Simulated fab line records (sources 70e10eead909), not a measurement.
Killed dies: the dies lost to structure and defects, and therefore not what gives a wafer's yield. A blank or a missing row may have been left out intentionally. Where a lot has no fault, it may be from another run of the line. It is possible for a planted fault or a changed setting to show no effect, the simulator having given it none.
fab line records + flow nand_harc
record:
- lots: 7
- wafers: 21
- last_day: 24
route steps=1159 shown P_ZERO_WELL@14
lots that met no fault: taken from a fault-free run of the same line
start_h: the number of hours between the record's first day and the start of the first shown wafer of the lot + wait_h: time in hours since the lot's previous step + " same as the row above + L1.1+2: a single row standing in for several wafers + - value missing, or start not given + * or withheld: withheld + < > ~ a bound
route shown NAME@n: NAME is a module with steps in the file, n the number in the route of the first one + usual: mean/standard deviation of fault-free wafers + same: alike in all rows + chamber/n: place in a boat + sites: each site's reading + _std_site: the standard deviation of these + _edge_site: the outer-site mean with the inner-site mean subtracted + radius_mm: how far each site lies from the wafer's centre + mask NAME#n: copy n + behind: the tool/chamber that last shaped the wafer + hold: reason for holding the lot/hours on hold/outcome of the hold + device: the n, p or np transistor that did not switch + end of line: the route-end tests of the same wafers + a step with no rows: only its recipe + killed: count of dies lost to structure and defects at first sort (not the wafer's yield) + map: a wafer's dies, marking killed ones x, the rest . and places with no die _
set.NAME: setting as actually run; set.NAME@STEP: the setting as run at that earlier step + model.NAME: the simulator's own value behind a step, which no gauge read
lots at some steps of the route; a table a step, a row a wafer
services: from which hour (start_h, from the record's first day; less than 0 if before it) a tool's chamber was out of use, for how many hours, and why
== steps ==
step: NHARC_P_ZERO_WELL_CD_MEAS_11
recipe:
- target_cd_nm: 500
- landing_energy_ev: 500
usual:
- cd_nm: 499.8/1.9
| lot.wafer | tool      | chamber | start_h | wait_h | cd_nm |
|-----------|-----------|---------|---------|--------|-------|
| L334.2    | cd_sem-02 | 0       | 37.25   | -      | 496.4 |
| L334.5    | "         | 0       | "       | "      | 497.4 |
| L334.6    | "         | 0       | "       | "      | 495.8 |
| L335.2    | cd_sem-02 | 0       | 43.25   | -      | 503.2 |
| L335.5    | "         | 0       | "       | "      | 499.3 |
| L335.6    | "         | 0       | "       | "      | 502.9 |
| L345.1    | cd_sem-01 | 0       | 103.13  | -      | 499.3 |
| L345.3    | "         | 0       | "       | "      | 495.8 |
| L345.5    | "         | 0       | "       | "      | 498.2 |
| L346.1    | cd_sem-01 | 0       | 109.25  | -      | 498.7 |
| L346.2    | "         | 0       | "       | "      | 496.2 |
| L346.4    | "         | 0       | "       | "      | 500.7 |
| L347.2    | cd_sem-02 | 0       | 115.39  | -      | 500.3 |
| L347.5    | "         | 0       | "       | "      | 495.7 |
| L347.6    | "         | 0       | "       | "      | 500.2 |
| L351.2    | cd_sem-03 | 0       | 139.11  | -      | 499.0 |
| L351.3    | "         | 0       | "       | "      | 499.0 |
| L351.5    | "         | 0       | "       | "      | 499.7 |
| L353.1    | cd_sem-03 | 0       | 151.14  | -      | 499.3 |
| L353.3    | "         | 0       | "       | "      | 498.7 |
| L353.5    | "         | 0       | "       | "      | 498.2 |
step: NHARC_P_ZERO_WELL_HARDBAKE_12
recipe:
- temp_c: 118
- time_s: 65
step: NHARC_P_ZERO_WELL_DESCUM_13
recipe:
- time_s: 3
- o2_flow_sccm: 200
- ar_flow_sccm: 0
- bias_power_w: 0
- chemistry: O2
usual:
- drypump_motor_current_A: 5.6/0.47
- mfc_ar_sccm: 0.005/0.0067
- oes_product_au: 1.000/0.012
- rf_vpp_V: 57.6/0.89
- showerhead_plenum_p_Torr: 1.87/0.061
- throttle_valve_pct: 11.311/0.0095
| lot.wafer | tool        | chamber | start_h | wait_h | drypump_motor_current_A | mfc_ar_sccm | oes_product_au | rf_hours_counter_h | rf_vpp_V | showerhead_plenum_p_Torr | throttle_valve_pct |
|-----------|-------------|---------|---------|--------|-------------------------|-------------|----------------|--------------------|----------|--------------------------|--------------------|
| L334.2    | rie_diel-11 | 1       | 37.43   | -      | 5.7                     | 0.016       | 0.991          | 2                  | 59.7     | 1.89                     | 11.317             |
| L334.5    | "           | 2       | "       | "      | 5.4                     | 0           | 1.020          | -                  | 57.6     | 1.79                     | 11.311             |
| L334.6    | "           | 3       | "       | "      | 5.9                     | 0.005       | 0.982          | -                  | 56.8     | 1.86                     | 11.310             |
| L335.2    | rie_diel-06 | 2       | 43.43   | -      | 5.9                     | 0           | 1.015          | 12                 | 57.3     | 1.79                     | 11.312             |
| L335.6    | "           | 0       | "       | "      | 4.8                     | 0.015       | 1.008          | -                  | 58.0     | 1.91                     | 11.317             |
| L335.5    | "           | 1       | "       | "      | 6.2                     | 0.001       | 0.993          | -                  | 58.7     | 1.83                     | 11.326             |
| L345.1    | rie_diel-06 | 3       | 103.31  | -      | 6.2                     | 0           | 0.997          | 3                  | 59.5     | 1.93                     | 11.314             |
| L345.3    | "           | 1       | "       | "      | 6.1                     | 0.001       | 1.007          | 3                  | 57.4     | 1.83                     | 11.314             |
| L345.5    | "           | 3       | "       | "      | 6.1                     | 0           | 1.006          | -                  | 57.6     | 1.93                     | 11.313             |
| L346.1    | rie_diel-11 | 2       | 109.41  | -      | 5.4                     | 0           | 1.018          | 7                  | 57.8     | 1.79                     | 11.321             |
| L346.2    | "           | 3       | "       | "      | 6.0                     | 0.005       | 0.972          | 7                  | 57.8     | 1.86                     | 11.315             |
| L346.4    | "           | 0       | "       | "      | 5.1                     | 0.018       | 1.007          | 5                  | 57.1     | 1.93                     | 11.322             |
| L347.2    | rie_diel-11 | 1       | 115.58  | -      | 5.7                     | 0.016       | 0.986          | 7                  | 58.5     | 1.89                     | 11.302             |
| L347.5    | "           | 2       | "       | "      | 5.4                     | 0           | 1.024          | -                  | 58.8     | 1.79                     | 11.314             |
| L347.6    | "           | 3       | "       | "      | 5.9                     | 0.005       | 0.989          | -                  | 58.7     | 1.86                     | 11.305             |
| L351.2    | rie_diel-06 | 1       | 139.29  | -      | 6.1                     | 0.001       | 1.002          | 5                  | 58.6     | 1.83                     | 11.311             |
| L351.3    | "           | 3       | "       | "      | 6.2                     | 0           | 0.992          | 4                  | 56.9     | 1.93                     | 11.316             |
| L351.5    | "           | 1       | "       | "      | 6.1                     | 0.001       | 1.005          | -                  | 57.7     | 1.83                     | 11.307             |
| L353.3    | rie_diel-10 | 3       | 151.30  | -      | 5.1                     | 0           | 0.995          | 10                 | 57.9     | 1.81                     | 11.301             |
| L353.1    | "           | 0       | "       | "      | 5.9                     | 0.005       | 0.990          | 12                 | 57.4     | 1.84                     | 11.295             |
| L353.5    | "           | 3       | "       | "      | 5.1                     | 0           | 1.010          | -                  | 55.7     | 1.81                     | 11.319             |
step: NHARC_P_ZERO_WELL_ETCH_65
recipe:
- target_depth_a: 800
- overetch_a: 240
- time_s: 87.88
- ion_energy_ev: 200
- n2_flow_sccm: 150
- h2_flow_sccm: 150
- ar_flow_sccm: 0
- rf_w: 400
- bias_w: 150
- chemistry: N2/H2
usual:
- drypump_motor_current_A: 5.6/0.46
- mfc_ar_sccm: 0.005/0.0068
- oes_product_au: 0.998/0.011
- rf_vpp_V: 429.2/2.1
- showerhead_plenum_p_Torr: 1.99/0.067
- throttle_valve_pct: 14.172/0.0093
| lot.wafer | tool        | chamber | start_h | wait_h | drypump_motor_current_A | mfc_ar_sccm | oes_product_au | rf_hours_counter_h | rf_vpp_V | showerhead_plenum_p_Torr | throttle_valve_pct |
|-----------|-------------|---------|---------|--------|-------------------------|-------------|----------------|--------------------|----------|--------------------------|--------------------|
| L334.2    | rie_diel-11 | 1       | 37.51   | 0.1    | 5.7                     | 0.016       | 1.009          | 2                  | 430.1    | 2.01                     | 14.152             |
| L334.5    | "           | 1       | "       | "      | 5.7                     | 0.016       | 1.003          | -                  | 431.0    | 2.01                     | 14.171             |
| L334.6    | "           | 3       | "       | "      | 5.9                     | 0.005       | 0.991          | -                  | 428.7    | 1.99                     | 14.192             |
| L335.2    | rie_diel-06 | 3       | 43.84   | 0.4    | 6.2                     | 0           | 0.994          | 12                 | 432.6    | 2.06                     | 14.156             |
| L335.5    | "           | 0       | "       | "      | 4.8                     | 0.015       | 0.996          | -                  | 431.0    | 2.03                     | 14.179             |
| L335.6    | "           | 1       | "       | "      | 6.2                     | 0.001       | 0.985          | -                  | 426.5    | 1.95                     | 14.177             |
| L345.3    | rie_diel-06 | 2       | 103.40  | 0.1    | 5.9                     | 0           | 0.989          | 3                  | 427.3    | 1.91                     | 14.173             |
| L345.1    | "           | 3       | "       | "      | 6.2                     | 0           | 0.996          | 3                  | 431.8    | 2.06                     | 14.174             |
| L345.5    | "           | 0       | "       | "      | 4.8                     | 0.015       | 0.985          | -                  | 430.9    | 2.03                     | 14.185             |
| L346.2    | rie_diel-11 | 0       | 109.49  | 0.1    | 5.0                     | 0.018       | 1.017          | 5                  | 433.0    | 2.06                     | 14.161             |
| L346.4    | "           | 1       | "       | "      | 5.7                     | 0.016       | 0.980          | 7                  | 428.9    | 2.01                     | 14.156             |
| L346.1    | "           | 3       | "       | "      | 5.9                     | 0.005       | 0.983          | 7                  | 427.8    | 1.98                     | 14.168             |
| L347.2    | rie_diel-11 | 2       | 115.65  | 0.1    | 5.4                     | 0           | 1.008          | 7                  | 426.5    | 1.90                     | 14.198             |
| L347.6    | "           | 1       | "       | "      | 5.7                     | 0.016       | 0.993          | -                  | 429.5    | 2.01                     | 14.184             |
| L347.5    | "           | 2       | "       | "      | 5.4                     | 0           | 1.017          | -                  | 425.3    | 1.90                     | 14.179             |
| L351.2    | rie_diel-06 | 1       | 139.37  | 0.1    | 6.2                     | 0.001       | 1.004          | 5                  | 429.7    | 1.94                     | 14.169             |
| L351.3    | "           | 3       | "       | "      | 6.2                     | 0           | 1.007          | 4                  | 430.1    | 2.06                     | 14.182             |
| L351.5    | "           | 1       | "       | "      | 6.2                     | 0.001       | 0.996          | -                  | 428.4    | 1.94                     | 14.162             |
| L353.3    | rie_diel-10 | 1       | 151.38  | 0.1    | 5.7                     | 0           | 0.991          | 13                 | 432.3    | 2.13                     | 14.165             |
| L353.1    | "           | 0       | "       | "      | 5.9                     | 0.005       | 0.988          | 12                 | 427.9    | 1.96                     | 14.173             |
| L353.5    | "           | 1       | "       | "      | 5.7                     | 0           | 1.003          | -                  | 433.4    | 2.13                     | 14.184             |
step: NHARC_P_ZERO_WELL_ETCH_62
recipe:
- target_depth_a: 130
- time_s: 6.5
- chf3_flow_sccm: 50
- ar_flow_sccm: 200
- rf_w: 500
- bias_w: 200
- chemistry: CHF3/Ar
usual:
- drypump_motor_current_A: 5.7/0.44
- mfc_ar_sccm: 200.0/0.63
- oes_product_au: 0.963/0.019
- rf_vpp_V: 369.2/1.8
- showerhead_plenum_p_Torr: 2.28/0.072
- throttle_valve_pct: 20.217/0.0093
| lot.wafer | tool        | chamber | start_h | wait_h | drypump_motor_current_A | mfc_ar_sccm | oes_product_au | rf_hours_counter_h | rf_vpp_V | showerhead_plenum_p_Torr | throttle_valve_pct |
|-----------|-------------|---------|---------|--------|-------------------------|-------------|----------------|--------------------|----------|--------------------------|--------------------|
| L334.2    | rie_diel-11 | 1       | -       | -      | 5.7                     | 199.0       | 0.964          | 2                  | 370.0    | 2.32                     | 20.218             |
| L334.5    | "           | 1       | "       | "      | 5.7                     | 200.1       | 0.963          | -                  | 370.5    | 2.31                     | 20.210             |
| L334.6    | "           | 3       | "       | "      | 5.9                     | 200.8       | 0.954          | -                  | 369.9    | 2.29                     | 20.216             |
| L335.2    | rie_diel-06 | 2       | -       | -      | 5.9                     | 200.3       | 0.952          | 12                 | 368.2    | 2.21                     | 20.206             |
| L335.5    | "           | 1       | "       | "      | 6.2                     | 200.6       | 0.929          | -                  | 367.5    | 2.24                     | 20.210             |
| L335.6    | "           | 2       | "       | "      | 5.9                     | 200.0       | 0.963          | -                  | 369.2    | 2.21                     | 20.218             |
| L345.3    | rie_diel-06 | 0       | -       | -      | 4.8                     | 200.6       | 0.957          | 3                  | 371.2    | 2.33                     | 20.214             |
| L345.1    | "           | 1       | "       | "      | 6.1                     | 200.0       | 0.982          | 3                  | 368.7    | 2.24                     | 20.231             |
| L345.5    | "           | 3       | "       | "      | 6.1                     | 199.6       | 0.960          | -                  | 370.8    | 2.36                     | 20.214             |
| L346.2    | rie_diel-11 | 2       | -       | -      | 5.4                     | 199.0       | 0.974          | 7                  | 366.5    | 2.20                     | 20.217             |
| L346.4    | "           | 0       | "       | "      | 5.1                     | 200.0       | 0.991          | 5                  | 369.5    | 2.36                     | 20.224             |
| L346.1    | "           | 1       | "       | "      | 5.7                     | 199.4       | 0.970          | 7                  | 369.5    | 2.31                     | 20.233             |
| L347.2    | rie_diel-11 | 2       | -       | -      | 5.4                     | 200.1       | 0.968          | 7                  | 367.7    | 2.20                     | 20.222             |
| L347.5    | "           | 1       | "       | "      | 5.7                     | 199.8       | 0.978          | -                  | 370.4    | 2.31                     | 20.215             |
| L347.6    | "           | 2       | "       | "      | 5.4                     | 199.3       | 0.983          | -                  | 366.1    | 2.20                     | 20.218             |
| L351.2    | rie_diel-06 | 1       | -       | -      | 6.2                     | 199.5       | 0.961          | 5                  | 369.3    | 2.24                     | 20.225             |
| L351.3    | "           | 0       | "       | "      | 4.8                     | 199.1       | 0.934          | 5                  | 370.5    | 2.33                     | 20.211             |
| L351.5    | "           | 1       | "       | "      | 6.2                     | 201.0       | 0.961          | -                  | 368.3    | 2.24                     | 20.219             |
| L353.3    | rie_diel-10 | 1       | -       | -      | 5.7                     | 200.0       | 0.978          | 13                 | 372.8    | 2.44                     | 20.204             |
| L353.1    | "           | 3       | "       | "      | 5.1                     | 201.5       | 0.973          | 10                 | 368.2    | 2.22                     | 20.240             |
| L353.5    | "           | 2       | "       | "      | 5.3                     | 199.4       | 0.978          | -                  | 369.3    | 2.32                     | 20.225             |
step: NHARC_P_ZERO_WELL_ETCH_63
recipe:
- target_depth_a: 1200
- time_s: 40.1
- hbr_flow_sccm: 150
- cl2_flow_sccm: 50
- rf_w: 400
- icp_w: 400
- bias_w: 100
- chemistry: HBr/Cl2
usual:
- drypump_motor_current_A: 5.8/0.44
- hbr_flow_sccm: 150.1/0.44
- he_backside_leak_sccm: 2.59/0.25
- oes_product_au: 0.994/0.011
- throttle_valve_pct: 26.406/0.0087
| lot.wafer | tool      | chamber | start_h | wait_h | drypump_motor_current_A | hbr_flow_sccm | he_backside_leak_sccm | oes_product_au | rf_hours_counter_h | throttle_valve_pct |
|-----------|-----------|---------|---------|--------|-------------------------|---------------|-----------------------|----------------|--------------------|--------------------|
| L334.2    | rie_si-05 | 0       | 37.70   | -      | 6.0                     | 150.3         | 2.92                  | 0.989          | 1.2                | 26.422             |
| L334.6    | "         | 0       | "       | "      | 6.0                     | 149.8         | 3.01                  | 0.980          | -                  | 26.412             |
| L334.5    | "         | 1       | "       | "      | 5.6                     | 150.5         | 2.54                  | 0.990          | -                  | 26.412             |
| L335.2    | rie_si-03 | 1       | 44.01   | -      | 5.8                     | 149.7         | 2.92                  | 0.998          | 0.4                | 26.417             |
| L335.5    | "         | 0       | "       | "      | 6.2                     | 150.3         | 2.34                  | 0.995          | -                  | 26.408             |
| L335.6    | "         | 1       | "       | "      | 5.8                     | 149.6         | 2.92                  | 1.010          | -                  | 26.408             |
| L345.3    | rie_si-05 | 0       | 103.56  | -      | 5.9                     | 149.7         | 3.03                  | 1.002          | 0.2                | 26.401             |
| L345.1    | "         | 3       | "       | "      | 6.2                     | 149.8         | 2.33                  | 0.984          | 0.2                | 26.410             |
| L345.5    | "         | 0       | "       | "      | 5.9                     | 149.0         | 2.97                  | 0.997          | -                  | 26.414             |
| L346.1    | rie_si-03 | 0       | 109.66  | -      | 6.2                     | 150.2         | 2.44                  | 0.998          | 1.1                | 26.400             |
| L346.4    | "         | 1       | "       | "      | 5.8                     | 150.4         | 2.93                  | 0.981          | 1.1                | 26.409             |
| L346.2    | "         | 3       | "       | "      | 5.8                     | 149.6         | 2.48                  | 0.991          | 1.1                | 26.407             |
| L347.2    | rie_si-01 | 1       | 115.86  | -      | 4.9                     | 150.2         | 2.60                  | 1.028          | 1.4                | 26.399             |
| L347.5    | "         | 2       | "       | "      | 5.3                     | 150.8         | 2.45                  | 0.987          | -                  | 26.395             |
| L347.6    | "         | 3       | "       | "      | 5.7                     | 149.4         | 2.67                  | 0.989          | -                  | 26.415             |
| L351.3    | rie_si-03 | 2       | 139.57  | -      | 5.4                     | 150.3         | 2.66                  | 0.990          | 1.5                | 26.397             |
| L351.2    | "         | 3       | "       | "      | 5.8                     | 150.0         | 2.57                  | 0.991          | 1.5                | 26.406             |
| L351.5    | "         | 1       | "       | "      | 5.8                     | 149.6         | 2.63                  | 0.974          | -                  | 26.409             |
| L353.3    | rie_si-03 | 3       | 151.55  | -      | 5.8                     | 149.4         | 2.71                  | 0.997          | 1.6                | 26.409             |
| L353.1    | "         | 2       | "       | "      | 5.4                     | 150.1         | 2.69                  | 0.990          | 1.6                | 26.398             |
| L353.5    | "         | 3       | "       | "      | 5.8                     | 149.7         | 2.57                  | 0.992          | -                  | 26.402             |
step: NHARC_P_ZERO_WELL_STRIP_15
recipe:
- time_s: 900
- temp_c: 130
- chemistry: SPM
step: NHARC_P_ZERO_WELL_DEHYDRATE_16
recipe:
- temp_c: 150
- time_s: 120
step: NHARC_P_ZERO_WELL_HMDS_17
recipe:
- time_s: 30
step: NHARC_P_ZERO_WELL_COAT_18
recipe:
- spin_rpm: withheld
step: NHARC_P_ZERO_WELL_SOFTBAKE_19
recipe:
- temp_c: 122
- time_s: 95
step: NHARC_P_ZERO_WELL_EBR_20
step: NHARC_P_ZERO_WELL_EXPOSE_21
recipe:
- na: 0.6
- target_cd_nm: 720
- dose_mj: 22.31
- mask_id: P_NWELL
usual:
- exposure_dose_mJ_cm2: 22.309/0.021
same:
- na: 0.6
| lot.wafer | tool           | chamber | start_h | wait_h | mask      | exposure_dose_mJ_cm2 |
|-----------|----------------|---------|---------|--------|-----------|----------------------|
| L334.2    | krf_scanner-01 | 0       | 38.47   | -      | P_NWELL#0 | 22.340               |
| L334.5    | "              | 0       | "       | "      | P_NWELL#0 | 22.372               |
| L334.6    | "              | 0       | "       | "      | P_NWELL#0 | 22.330               |
| L335.2    | krf_scanner-04 | 0       | 44.77   | -      | P_NWELL#0 | 22.307               |
| L335.5    | "              | 0       | "       | "      | P_NWELL#0 | 22.317               |
| L335.6    | "              | 0       | "       | "      | P_NWELL#0 | 22.314               |
| L345.1    | krf_scanner-04 | 0       | 104.33  | -      | P_NWELL#0 | 33.573               |
| L345.3    | "              | 0       | "       | "      | P_NWELL#0 | 33.582               |
| L345.5    | "              | 0       | "       | "      | P_NWELL#0 | 33.570               |
| L346.1    | krf_scanner-04 | 0       | 110.31  | -      | P_NWELL#0 | 33.573               |
| L346.2    | "              | 0       | "       | "      | P_NWELL#0 | 33.599               |
| L346.4    | "              | 0       | "       | "      | P_NWELL#0 | 33.598               |
| L347.2    | krf_scanner-04 | 0       | 116.48  | -      | P_NWELL#0 | 33.594               |
| L347.5    | "              | 0       | "       | "      | P_NWELL#0 | 33.626               |
| L347.6    | "              | 0       | "       | "      | P_NWELL#0 | 33.569               |
| L351.2    | krf_scanner-01 | 0       | 140.32  | -      | P_NWELL#0 | 22.300               |
| L351.3    | "              | 0       | "       | "      | P_NWELL#0 | 22.282               |
| L351.5    | "              | 0       | "       | "      | P_NWELL#0 | 22.303               |
| L353.1    | krf_scanner-02 | 0       | 152.32  | -      | P_NWELL#0 | 22.329               |
| L353.3    | "              | 0       | "       | "      | P_NWELL#0 | 22.277               |
| L353.5    | "              | 0       | "       | "      | P_NWELL#0 | 22.341               |
step: NHARC_P_ZERO_WELL_PEB_22
recipe:
- peb_temp_c: 118
- peb_time_s: 85
step: NHARC_P_ZERO_WELL_DEVELOP_23
recipe:
- time_s: 70
step: NHARC_P_ZERO_WELL_CD_MEAS_24
recipe:
- target_cd_nm: 720
- landing_energy_ev: 500
usual:
- cd_nm: 721.1/1.7
| lot.wafer | tool      | chamber | start_h | wait_h | cd_nm |
|-----------|-----------|---------|---------|--------|-------|
| L334.2    | cd_sem-03 | 0       | 38.63   | -      | 720.2 |
| L334.5    | "         | 0       | "       | "      | 720.7 |
| L334.6    | "         | 0       | "       | "      | 722.3 |
| L335.2    | cd_sem-02 | 0       | 44.93   | -      | 720.3 |
| L335.5    | "         | 0       | "       | "      | 721.1 |
| L335.6    | "         | 0       | "       | "      | 719.1 |
| L345.1    | cd_sem-02 | 0       | 104.49  | -      | 790.9 |
| L345.3    | "         | 0       | "       | "      | 788.8 |
| L345.5    | "         | 0       | "       | "      | 791.5 |
| L346.1    | cd_sem-03 | 0       | 110.46  | -      | 792.6 |
| L346.2    | "         | 0       | "       | "      | 792.0 |
| L346.4    | "         | 0       | "       | "      | 790.0 |
| L347.2    | cd_sem-02 | 0       | 116.64  | -      | 790.1 |
| L347.5    | "         | 0       | "       | "      | 787.9 |
| L347.6    | "         | 0       | "       | "      | 790.4 |
| L351.2    | cd_sem-02 | 0       | 140.47  | -      | 722.2 |
| L351.3    | "         | 0       | "       | "      | 723.1 |
| L351.5    | "         | 0       | "       | "      | 721.0 |
| L353.1    | cd_sem-03 | 0       | 152.48  | -      | 724.7 |
| L353.3    | "         | 0       | "       | "      | 720.4 |
| L353.5    | "         | 0       | "       | "      | 723.5 |
step: NHARC_P_ZERO_WELL_HARDBAKE_25
recipe:
- temp_c: 125
- time_s: 80
step: NHARC_P_ZERO_WELL_DESCUM_26
recipe:
- time_s: 3
- o2_flow_sccm: 200
- ar_flow_sccm: 0
- bias_power_w: 0
- chemistry: O2
usual:
- drypump_motor_current_A: 5.6/0.4
- mfc_ar_sccm: 0.004/0.0062
- oes_product_au: 0.997/0.011
- rf_vpp_V: 57.5/0.91
- showerhead_plenum_p_Torr: 1.87/0.065
- throttle_valve_pct: 11.311/0.0092
| lot.wafer | tool        | chamber | start_h | wait_h | drypump_motor_current_A | mfc_ar_sccm | oes_product_au | rf_hours_counter_h | rf_vpp_V | showerhead_plenum_p_Torr | throttle_valve_pct | model.P_ZERO_WELL.cd_nm |
|-----------|-------------|---------|---------|--------|-------------------------|-------------|----------------|--------------------|----------|--------------------------|--------------------|-------------------------|
| L334.2    | rie_diel-10 | 3       | 38.84   | -      | 5.1                     | 0           | 1.007          | 1                  | 57.3     | 1.81                     | 11.307             | 720.7                   |
| L334.6    | "           | 0       | "       | "      | 5.9                     | 0.005       | 0.995          | -                  | 56.6     | 1.84                     | 11.312             | 722.4                   |
| L334.5    | "           | 1       | "       | "      | 5.7                     | 0           | 0.993          | -                  | 58.7     | 2.00                     | 11.308             | 721.5                   |
| L335.2    | rie_diel-10 | 2       | 45.11   | -      | 5.3                     | 0           | 1.016          | 4                  | 58.4     | 1.89                     | 11.302             | 720.5                   |
| L335.6    | "           | 0       | "       | "      | 5.9                     | 0.005       | 0.985          | -                  | 57.6     | 1.84                     | 11.314             | 718.9                   |
| L335.5    | "           | 1       | "       | "      | 5.7                     | 0           | 0.997          | -                  | 57.9     | 2.00                     | 11.316             | 721.4                   |
| L345.1    | rie_diel-10 | 3       | 104.66  | -      | 5.1                     | 0           | 1.006          | 6                  | 56.9     | 1.81                     | 11.329             | 790.6                   |
| L345.3    | "           | 1       | "       | "      | 5.7                     | 0           | 1.003          | 9                  | 59.1     | 2.00                     | 11.315             | 789.4                   |
| L345.5    | "           | 3       | "       | "      | 5.1                     | 0           | 1.006          | -                  | 56.9     | 1.81                     | 11.320             | 791.5                   |
| L346.2    | rie_diel-10 | 0       | 110.63  | -      | 5.9                     | 0.005       | 0.974          | 9                  | 56.8     | 1.84                     | 11.310             | 792.6                   |
| L346.4    | "           | 1       | "       | "      | 5.7                     | 0           | 0.990          | 10                 | 57.7     | 2.00                     | 11.313             | 790.7                   |
| L346.1    | "           | 3       | "       | "      | 5.1                     | 0           | 1.004          | 7                  | 57.7     | 1.81                     | 11.303             | 792.8                   |
| L347.2    | rie_diel-11 | 0       | 116.82  | -      | 5.0                     | 0.018       | 1.000          | 5                  | 58.1     | 1.93                     | 11.314             | 790.3                   |
| L347.5    | "           | 2       | "       | "      | 5.4                     | 0           | 1.015          | -                  | 57.2     | 1.79                     | 11.310             | 788.1                   |
| L347.6    | "           | 3       | "       | "      | 6.0                     | 0.005       | 0.976          | -                  | 57.3     | 1.86                     | 11.305             | 791.1                   |
| L351.3    | rie_diel-06 | 2       | 140.64  | -      | 5.9                     | 0           | 1.004          | 5                  | 57.1     | 1.79                     | 11.308             | 722.7                   |
| L351.2    | "           | 3       | "       | "      | 6.1                     | 0           | 1.000          | 4                  | 58.0     | 1.93                     | 11.314             | 722                     |
| L351.5    | "           | 2       | "       | "      | 5.9                     | 0           | 0.996          | -                  | 57.2     | 1.79                     | 11.317             | 720.3                   |
| L353.1    | rie_diel-10 | 3       | 152.64  | -      | 5.1                     | 0           | 1.005          | 10                 | 57.1     | 1.81                     | 11.307             | 724.4                   |
| L353.3    | "           | 2       | "       | "      | 5.3                     | 0           | 1.021          | 11                 | 57.8     | 1.89                     | 11.324             | 719.9                   |
| L353.5    | "           | 3       | "       | "      | 5.1                     | 0           | 1.006          | -                  | 58.3     | 1.81                     | 11.311             | 723                     |
step: NHARC_P_ZERO_WELL_IMPLANT_27
recipe:
- energy_kev: 600
- dose_cm2: 1e+13
- tilt_deg: 7
== services ==
| tool           | chamber | start_h | hours | kind   |
|----------------|---------|---------|-------|--------|
| krf_scanner-02 | -       | 13.62   | 8.5   | repair |
| rie_diel-10    | 3       | 15.74   | 12.8  | repair |
| rie_diel-06    | 0       | 18.70   | -     | clean  |
| rie_diel-06    | 1       | 18.70   | -     | clean  |
| rie_diel-11    | 2       | 28.91   | 5.1   | repair |
| rie_diel-11    | 0       | 35.90   | 6.3   | repair |
| krf_scanner-04 | -       | 37.68   | 1.4   | repair |
| krf_scanner-02 | -       | 38.00   | 4.0   | pm     |
| rie_diel-10    | 3       | 60.46   | 5.1   | repair |
| rie_si-05      | -       | 62.00   | 9.0   | pm     |
| rie_si-01      | 3       | 63.33   | 12.9  | repair |
| rie_diel-06    | -       | 64.20   | 9.0   | pm     |
| krf_scanner-01 | -       | 67.56   | 2.9   | repair |
| krf_scanner-01 | -       | 84.00   | 4.0   | pm     |
| rie_diel-10    | 2       | 87.15   | 17.1  | repair |
| krf_scanner-01 | -       | 102.59  | 23.3  | repair |
| rie_diel-06    | -       | 109.20  | 0.7   | repair |
| rie_diel-06    | 3       | 112.05  | 21.2  | repair |
| krf_scanner-04 | -       | 126.00  | 4.0   | pm     |
| rie_si-01      | -       | 127.00  | 9.0   | pm     |
| rie_diel-10    | 0       | 128.19  | 2.0   | repair |
| krf_scanner-02 | -       | 134.55  | 1.8   | repair |
| rie_si-01      | 0       | 136.12  | 1.8   | repair |
| rie_si-05      | -       | 150.63  | 2.7   | repair |
== key ==
first_sign:
- step: NHARC_P_ZERO_WELL_EXPOSE_21
- reading: exposure_dose_mJ_cm2
- direction: up
- sigmas: 99+
- usual: 22.309
- struck: 33.587
effect:
- step: NHARC_P_ZERO_WELL_CD_MEAS_24
- reading: cd_nm
- direction: up
- sigmas: 41
- usual: 721.1
- struck: 790.5
model_effect:
- step: NHARC_P_ZERO_WELL_DESCUM_26
- value: P_ZERO_WELL.cd_nm
- without: 720.7
- struck: 790.8
met_at NHARC_P_ZERO_WELL_EXPOSE_21
struck_wafers L345.1,L345.3,L345.5,L346.1,L346.2,L346.4,L347.2,L347.5,L347.6
sort_left_out L345.1,L345.3,L345.5,L346.1,L346.2,L346.4,L347.2,L347.5,L347.6
tester_left_out L345,L346,L347
onset_between 44.77 104.33
fault:
- kind: process_parameter_drift
- tool: krf_scanner-04
- chamber: -
- onset_h: 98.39
- steps: NHARC_P_ZERO_WELL_EXPOSE_21
- channel: dose_mj
- offset: 11.286
- shape: step
- acts_in: these_recipes_only
- stated: 22.31
tester_left_out: of these lots the tester's yield and bins aren't shown, on N5 and GAA mostly nor the transistor test; their killed dies are dies lost to structure and defects alone, not to doping, threshold or leakage, so they don't give the yield
sort_left_out: the simulated sort isn't trusted on such a fault, so these wafers' sort isn't shown, and their yield isn't known
